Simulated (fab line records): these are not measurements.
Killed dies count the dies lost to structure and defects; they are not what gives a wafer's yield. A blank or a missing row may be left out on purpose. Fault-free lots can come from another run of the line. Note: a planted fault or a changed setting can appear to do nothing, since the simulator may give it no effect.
The same fault as seen by 3 desks	flow n5Finfet	only its own numbers are on each desk; what lay behind them is given at the end

FROM THE METROLOGY DESK
Means of the sampled wafers that have a number, per lot and without regard to the tool the lot ran on: this is what the gauges read. The brackets show how far a lot's mean lies from the usual mean; more than 4 standard deviations puts the lot out of limits, marked OUT. It has 12 readings, of which 7 appear: the earliest out of limits, and the ones furthest out on some lot.
Columns: A = DIBL_N at N5_BEOL_M4_RC_MEAS_101, usual 35.8 mV/V; B = ION_P at N5_BEOL_M4_RC_MEAS_101, usual 461 uA/um; C = SS_N at N5_BEOL_M4_RC_MEAS_101, usual 71.4 mV/dec; D = SS_P at N5_BEOL_M4_RC_MEAS_101, usual 73.2 mV/dec; E = VT_P at N5_BEOL_M4_RC_MEAS_101, usual -251 mV; F = M6_THK at N5_BEOL_M6_THK_MEAS_53, usual 81.0 nm; G = M7_ILD_THK at N5_BEOL_M7_THK_MEAS_01, usual 154.2 nm
lot	first seen here	A	B	C	D	E	F	G
L749	day 8 20:38	35.9	466	71.5	73.3	-247	79.2	156.3
L752	day 9 17:13	38.0	467	71.9	73.4	-249	82.4	154.9
L757	day 11 11:12	34.5	460	70.5	72.9	-250	144.3 (+33) OUT	152.7
L758	day 11 16:23	36.2	463	71.0	72.3	-250	136.6 (+29) OUT	151.0
L759	day 11 19:51	34.6	466	70.9	72.7	-248	134.1 (+28) OUT	153.6
L762	day 12 09:31	36.7	446	72.0	73.6	-256	80.0	155.2
L763	day 12 16:39	35.7	459	71.2	73.0	-253	80.3	151.3
L765	day 12 18:34	35.4	466	71.9	73.0	-247	81.1	153.6
L767	day 13 21:09	35.6	466	70.8	72.7	-252	80.7	153.5
Finding of this desk: L757, L758, L759 out of limits, first seen on L757 at day 12 08:18 (M6_THK at N5_BEOL_M6_THK_MEAS_53). In limits: L749, L752, L762, L763, L765, L767.

THE DEFECT DESK
Counts from the inspections along the route, per lot, as means over the sampled wafers that have a number. The brackets show how far a lot's mean lies from the usual mean; more than 4 standard deviations puts the lot out of limits, marked OUT.
Columns: A = rawDefectCount at N5_BEOL_M6_INSPECT_58, usual 72
lot	first seen here	A
L749	day 9 19:22	84
L752	day 10 15:19	58
L757	day 12 08:27	752 (+31) OUT
L758	day 12 14:05	703 (+29) OUT
L759	day 12 16:09	756 (+31) OUT
L762	day 13 03:52	59
L763	day 13 17:35	68
L765	day 13 18:55	87
L767	day 14 17:02	58
This desk's finding: out of limits on L757, L758, L759; first on L757, day 12 08:27 (rawDefectCount at N5_BEOL_M6_INSPECT_58). In limits: L749, L752, L762, L763, L765, L767.

FOR THE TOOL OWNER'S DESK: cmp-02
The tool's own readings at N5_BEOL_M6_CMP_52 (polishes, stops on SiCOH lowk, t overpolish 6.9 s, target thk 80 nm): means of the sampled wafers that have a number, for each lot that ran on this tool. The brackets show how far a lot's mean lies from the usual mean; more than 4 standard deviations puts the lot out of limits, marked OUT.
Columns: A = barrierFieldEndpointS at N5_BEOL_M6_CMP_52, usual 28.9 s; B = motorCurrentA at N5_BEOL_M6_CMP_52, usual 5.8 A; C = overpolishRunS at N5_BEOL_M6_CMP_52, usual 6.900 s; D = platenRpm at N5_BEOL_M6_CMP_52, usual 50.00 rpm; E = timeToEndpointS at N5_BEOL_M6_CMP_52, usual 63 s
lot	first seen here	A	B	C	D	E
L749	day 9 18:55	29.5	5.4	6.904	50.01	64
L752	day 10 14:52	28.3	5.5	6.895	50.00	62
L757	day 12 08:02	38.0 (+11) OUT	5.4	3.472 (-99 or more) OUT	49.97	74
L758	day 12 13:37	38.5 (+11) OUT	5.5	3.476 (-99 or more) OUT	50.02	75
L759	day 12 15:49	38.2 (+11) OUT	5.5	3.470 (-99 or more) OUT	49.97	75
This desk's finding: out of limits on L757, L758, L759; first on L757, day 12 08:02 (barrierFieldEndpointS at N5_BEOL_M6_CMP_52). In limits: L749, L752.

PUT TOGETHER
The tool owner's desk could have raised an alarm at day 12 08:02, on L757, L758, L759.
Metrology desk: alarm possible at day 12 08:18 on L757, L758, L759.
The defect desk could have raised an alarm at day 12 08:27, on L757, L758, L759.
The lots listed all ran N5_BEOL_M6_CMP_52 on cmp-02.

WHAT THE SIMULATOR HAD PUT IN
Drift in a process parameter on cmp-02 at N5_BEOL_M6_CMP_52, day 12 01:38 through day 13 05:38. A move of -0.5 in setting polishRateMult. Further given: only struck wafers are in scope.
Shown lots that were struck: L757, L758, L759.
Hours from the fault's start to each desk's first reading out of limits: the tool owner's desk, 6; the metrology desk, 7; the defect desk, 7.
